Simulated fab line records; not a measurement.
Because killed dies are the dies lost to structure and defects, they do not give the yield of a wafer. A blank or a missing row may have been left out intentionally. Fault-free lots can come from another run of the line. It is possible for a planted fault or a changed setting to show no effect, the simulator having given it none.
fab line records    flow n5_finfet
record: lots: 10  wafers: 30  last_day: 16
route steps=1938 shown BEOL_M6@1232 BEOL_M7@1265
lots that met no fault: from a run of the same line without faults
start_h: start of the lot's first displayed wafer, in hours after the record's first day    wait_h: hours from the lot's prior step to this one    " unchanged from the row above    L1.1+2: a single row standing in for several wafers    - no value, or no start was given    * or withheld: withheld    < > ~ a bound
route shown NAME@n: NAME is a module with steps in the file, n the number in the route of the first one    usual: the fault-free wafers' mean and standard deviation    same: alike in all rows    chamber/n: place in a boat    sites: readings site by site    _std_site: their standard deviation    _edge_site: the outer-site mean with the inner-site mean subtracted    radius_mm: how far each site lies from the wafer's centre    mask NAME#n: copy n    behind: the tool/chamber that last shaped the wafer    hold: why the lot went on hold/how many hours it stayed there/how the hold came to an end    device: the transistor (n, p or np) that didn't switch    end of line: tests of these same wafers at the route's end    a step given without rows: its recipe and nothing more    killed: dies that structure and defects cost at the first sort, which is not the same as the wafer's yield    map: shows each die of a wafer: x if killed, . if not, _ if none is there
set.NAME: the setting the step ran with; set.NAME@STEP: the setting that earlier step ran with    model.NAME: the simulator's own value behind a step, which no gauge read
one table for each step of the route and one row for each wafer, over a sample of lots
services: the hour from which a tool's chamber was out of use, counted from the record's first day as start_h (under 0 if before that day), plus the number of hours and why
== steps ==
step: N5_BEOL_M6_ETCH_65
recipe: chemistry: CF4  target: SiARC  target_depth_a: 156  mask_material: CAR-EUV  time_s: 26  ion_energy_ev: 80  pressure_mtorr: 40  source_w: 545  bias_w: 36  Ar_flow_sccm: 100  cf4_flow_sccm: 100  ends: cleared
usual: cf4_flow_sccm: 100.0/0.3  drypump_motor_current_A: 5.9/0.56  etch_rf_on_time_s: 25.9/0.43  oes_product_au: 0.68/0.068  rf_vpp_V: 183.9/1.1  showerhead_plenum_p_Torr: 2.12/0.062  throttle_valve_pct: 15.59/0.22
lot.wafer  tool         chamber  start_h  wait_h  cf4_flow_sccm  drypump_motor_current_A  etch_rf_on_time_s  oes_product_au  rf_hours_counter_h  rf_vpp_V  showerhead_plenum_p_Torr  throttle_valve_pct
L871.1     rie_diel-06  0        190.64   0.0     100.1          6.8                      26.0               0.66            112                 183.6     2.07                      15.35
L871.3     "            3        "        "       100.3          4.9                      25.6               0.68            96                  184.9     2.16                      15.65
L871.5     "            3        "        "       100.5          4.9                      25.5               0.68            -                   184.8     2.16                      15.64
L870.2     rie_diel-06  3        196.90   0.0     100.0          4.9                      25.7               0.68            100                 185.1     2.16                      15.66
L870.4     "            2        "        "       99.8           5.9                      26.5               0.61            165                 183.2     2.05                      15.50
L870.6     "            2        "        "       100.1          5.9                      26.7               0.61            -                   182.3     2.05                      15.52
L872.1     rie_diel-02  0        220.28   0.0     100.1          5.3                      25.4               0.75            39                  183.9     2.09                      15.09
L872.3     "            3        "        "       100.0          5.1                      26.8               0.56            238                 182.9     2.11                      16.13
L872.6     "            3        "        "       99.7           5.1                      27.0               0.56            -                   184.2     2.11                      16.10
L876.1     rie_diel-06  1        225.84   0.0     99.6           5.7                      25.9               0.63            159                 185.4     2.22                      15.94
L876.4     "            2        "        "       99.8           6.0                      26.4               0.60            176                 182.6     2.05                      15.52
L876.6     "            3        "        "       99.5           4.9                      25.5               0.68            -                   183.9     2.15                      15.67
L877.1     rie_diel-02  2        229.68   0.0     99.9           6.5                      25.6               0.70            100                 184.2     2.15                      15.71
L877.2     "            1        "        "       99.9           5.5                      25.9               0.60            227                 185.0     2.20                      15.90
L877.4     "            0        "        "       100.1          5.2                      25.3               0.74            43                  183.2     2.09                      15.12
L878.3     rie_diel-04  2        235.98   0.0     99.9           5.9                      25.9               0.68            93                  182.5     2.07                      15.62
L878.5     "            2        "        "       100.2          5.9                      25.9               0.69            -                   183.9     2.07                      15.63
L878.6     "            3        "        "       100.7          6.1                      25.9               0.69            -                   185.3     2.25                      15.51
L881.2     rie_diel-04  0        264.36   0.0     99.9           6.5                      25.3               0.79            22                  184.4     2.11                      15.41
L881.5     "            1        "        "       100.0          5.9                      25.5               0.76            -                   184.2     2.09                      15.49
L881.6     "            0        "        "       99.6           6.5                      25.1               0.78            -                   182.7     2.11                      15.42
L883.2     rie_diel-02  1        280.85   0.0     100.4          5.5                      26.2               0.57            249                 184.7     2.19                      15.93
L883.3     "            3        "        "       99.9           5.1                      26.0               0.82            3                   185.1     2.10                      15.65
L883.6     "            0        "        "       100.9          5.3                      25.2               0.72            -                   183.7     2.08                      15.15
L885.4     rie_diel-06  2        283.94   0.0     100.2          5.9                      26.5               0.59            195                 183.3     2.04                      15.56
L885.5     "            1        "        "       99.7           5.7                      26.0               0.62            -                   184.8     2.21                      15.99
L885.6     "            0        "        "       100.1          6.9                      26.3               0.63            -                   183.6     2.06                      15.42
L888.2     rie_diel-04  3        305.41   0.0     99.8           6.0                      26.0               0.68            106                 184.0     2.25                      15.57
L888.3     "            0        "        "       100.4          6.5                      25.6               0.75            35                  184.8     2.10                      15.44
L888.4     "            1        "        "       99.6           5.9                      26.0               0.74            49                  183.7     2.09                      15.52
step: N5_BEOL_M6_CMP_52
recipe: stop_on: SiCOH_lowk  t_overpolish_s: 6.9  down_force_psi: 1  platen_rpm: 50  clearing_platen_down_force_psi: 1.5  clearing_platen_rpm: 50  post_cmp_clean: cu_alkaline  target_thk_nm: 80  clearing_platen_pad_velocity_m_s: 0.99484  pad_velocity_m_s: 0.99484
usual: barrier_field_endpoint_s: 28.8/0.62  edge_zone_pressure_frac: 1.000/0.005  motor_current_A: 6.3/0.72  overpolish_run_s: 6.900/0.009  slurry_filter_dp_kPa: 13.49/0.14  time_to_endpoint_s: 62.4/2.8
lot.wafer  tool    chamber  start_h  wait_h  barrier_field_endpoint_s  edge_zone_pressure_frac  motor_current_A  overpolish_run_s  slurry_filter_dp_kPa  time_to_endpoint_s
L871.3     cmp-01  1        193.43   0.3     29.3                      0.986                    5.8              6.910             13.68                 63.3
L871.1     "       2        "        "       28.4                      0.994                    5.3              6.906             13.65                 62.0
L871.5     "       3        "        "       29.4                      1.007                    5.9              6.907             13.38                 62.2
L870.2     cmp-03  0        199.26   0.2     29.1                      0.999                    5.3              6.897             13.53                 64.8
L870.4     "       2        "        "       28.9                      1.001                    5.8              6.902             13.55                 59.7
L870.6     "       1        "        "       28.9                      0.995                    6.0              6.904             13.52                 60.4
L872.1     cmp-04  2        223.13   0.3     29.1                      1.004                    7.0              6.902             13.39                 65.5
L872.3     "       3        "        "       29.3                      1.000                    6.1              6.889             13.50                 66.5
L872.6     "       3        "        "       28.8                      1.010                    6.4              6.919             13.41                 61.2
L876.1     cmp-01  3        230.56   0.3     27.7                      1.007                    6.1              6.902             13.51                 61.0
L876.4     "       1        "        "       28.8                      1.000                    5.9              6.896             13.32                 60.3
L876.6     "       3        "        "       28.2                      1.005                    6.2              6.911             13.52                 62.7
L877.1     cmp-04  2        233.38   0.3     27.8                      1.000                    7.2              6.921             13.39                 63.6
L877.2     "       3        "        "       28.3                      1.003                    6.1              6.910             13.72                 66.6
L877.4     "       1        "        "       28.5                      1.003                    7.9              6.885             13.40                 61.6
L878.3     cmp-01  2        239.03   0.2     27.3                      0.999                    5.1              6.889             13.43                 57.2
L878.5     "       0        "        "       28.5                      1.005                    6.4              6.890             13.56                 60.4
L878.6     "       1        "        "       28.5                      1.003                    5.9              6.886             13.55                 58.1
L881.2     cmp-03  0        267.02   0.3     28.6                      0.995                    5.4              6.899             13.29                 60.8
L881.6     "       2        "        "       28.2                      1.001                    5.7              6.893             13.68                 59.9
L881.5     "       3        "        "       28.8                      1.005                    6.7              6.900             13.54                 59.8
L883.3     cmp-04  0        284.40   0.2     28.6                      1.006                    6.3              6.886             13.57                 61.6
L883.2     "       2        "        "       28.9                      1.000                    7.2              6.910             13.34                 63.7
L883.6     "       0        "        "       29.0                      1.001                    6.5              6.894             13.64                 61.0
L885.4     cmp-04  0        286.55   0.2     16.2                      1.006                    6.1              6.906             13.37                 33.7
L885.5     "       3        "        "       16.2                      0.990                    6.3              6.905             13.67                 35.7
L885.6     "       0        "        "       16.3                      1.004                    6.4              6.910             13.60                 35.2
L888.3     cmp-04  2        309.22   0.2     15.9                      0.994                    7.4              6.904             13.59                 31.6
L888.4     "       3        "        "       15.8                      1.008                    6.1              6.881             13.54                 32.5
L888.2     "       0        "        "       15.7                      1.004                    5.8              6.895             13.66                 30.7
step: N5_BEOL_M6_INSPECT_58
recipe: inspect_instrument: darkfield  mode: post_dep
usual: raw_defect_count: 71/26
lot.wafer  tool               chamber  start_h  wait_h  raw_defect_count
L871.1     defect_inspect-01  -        193.80   0.0     43
L871.3     "                  -        "        "       69
L871.5     "                  -        "        "       88
L870.2     defect_inspect-01  -        199.71   0.0     51
L870.4     "                  -        "        "       58
L870.6     "                  -        "        "       39
L872.1     defect_inspect-02  -        223.61   0.0     53
L872.3     "                  -        "        "       31
L872.6     "                  -        "        "       45
L876.1     defect_inspect-02  -        231.01   0.0     52
L876.4     "                  -        "        "       65
L876.6     "                  -        "        "       103
L877.1     defect_inspect-01  -        233.83   0.0     66
L877.2     "                  -        "        "       63
L877.4     "                  -        "        "       116
L878.3     defect_inspect-02  -        239.41   0.0     44
L878.5     "                  -        "        "       56
L878.6     "                  -        "        "       61
L881.2     defect_inspect-01  -        267.39   0.0     48
L881.5     "                  -        "        "       75
L881.6     "                  -        "        "       56
L883.2     defect_inspect-01  -        284.82   0.0     56
L883.3     "                  -        "        "       43
L883.6     "                  -        "        "       62
L885.4     defect_inspect-02  -        286.96   0.0     145
L885.5     "                  -        "        "       76
L885.6     "                  -        "        "       149
L888.2     defect_inspect-02  -        309.67   0.0     120
L888.3     "                  -        "        "       58
L888.4     "                  -        "        "       64
step: N5_BEOL_M7_THK_MEAS_01
recipe: reads: SiCOH_lowk_of_BEOL_M7_ILD_DEP_00
usual: M7_ILD_THK: 155.0/1.9
lot.wafer  tool           chamber  start_h  wait_h  M7_ILD_THK[nm]
L871.1     film_metro-01  -        194.45   0.4     152.5
L871.3     "              -        "        "       152.2
L871.5     "              -        "        "       153.9
L870.2     film_metro-02  -        200.32   0.4     152.4
L870.4     "              -        "        "       155.0
L870.6     "              -        "        "       158.3
L872.1     film_metro-02  -        224.23   0.4     155.7
L872.3     "              -        "        "       156.3
L872.6     "              -        "        "       157.0
L876.1     film_metro-02  -        231.62   0.4     155.7
L876.4     "              -        "        "       158.0
L876.6     "              -        "        "       158.0
L877.1     film_metro-02  -        234.44   0.4     152.1
L877.2     "              -        "        "       151.3
L877.4     "              -        "        "       155.9
L878.3     film_metro-01  -        240.10   0.3     152.8
L878.5     "              -        "        "       155.8
L878.6     "              -        "        "       159.2
L881.2     film_metro-02  -        268.01   0.4     152.7
L881.5     "              -        "        "       155.3
L881.6     "              -        "        "       155.1
L883.2     film_metro-01  -        285.43   0.4     151.5
L883.3     "              -        "        "       153.9
L883.6     "              -        "        "       154.9
L885.4     film_metro-01  -        287.58   0.2     154.8
L885.5     "              -        "        "       154.5
L885.6     "              -        "        "       155.2
L888.2     film_metro-01  -        310.28   0.4     154.2
L888.3     "              -        "        "       155.6
L888.4     "              -        "        "       156.0
== services ==
tool         chamber  start_h  hours  kind
cmp-04       -        186.11   2.3    repair
rie_diel-02  -        187.98   14.6   pm
cmp-03       -        188.55   3.8    pm
rie_diel-04  0        191.11   -      clean
rie_diel-04  0        191.11   -      consumable_replace:focus_ring
rie_diel-04  0        191.11   17.0   scheduled_down
rie_diel-04  0        191.11   17.0   vent_cycle
rie_diel-04  1        209.25   5.5    repair
rie_diel-04  0        234.06   1.5    repair
cmp-03       -        240.49   0.4    repair
rie_diel-02  3        252.44   -      clean
rie_diel-02  3        252.44   -      consumable_replace:focus_ring
rie_diel-02  3        252.44   23.4   scheduled_down
rie_diel-02  3        252.44   23.4   vent_cycle
cmp-04       -        265.89   4.0    pm
cmp-04       -        269.89   -      consumable_replace:conditioner
cmp-04       -        269.89   -      consumable_replace:pad
cmp-03       -        281.07   4.0    pm
rie_diel-02  1        284.06   -      clean
rie_diel-02  1        284.06   -      consumable_replace:focus_ring
rie_diel-02  1        284.06   13.9   scheduled_down
cmp-04       -        288.90   1.0    repair
cmp-01       -        304.58   3.6    pm
cmp-01       -        308.18   7.7    pm
== key ==
first_sign: step: N5_BEOL_M6_CMP_52  reading: barrier_field_endpoint_s  direction: down  sigmas: 21  usual: 28.8  struck: 16.0
effect: step: N5_BEOL_M6_CMP_52  reading: time_to_endpoint_s  direction: down  sigmas: 10  usual: *  struck: *
met_at N5_BEOL_M6_CMP_52
struck_lots L885,L888
not_acting_at N5_BEOL_M6_ETCH_65,N5_BEOL_M6_INSPECT_58,N5_BEOL_M7_THK_MEAS_01
onset_between 284.40 286.55
fault: kind: process_parameter_drift  tool: cmp-04  chamber: -  onset_h: 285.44  steps: N5_BEOL_M6_CMP_52  channel: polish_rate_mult  offset: 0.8  shape: step  end_h: 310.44
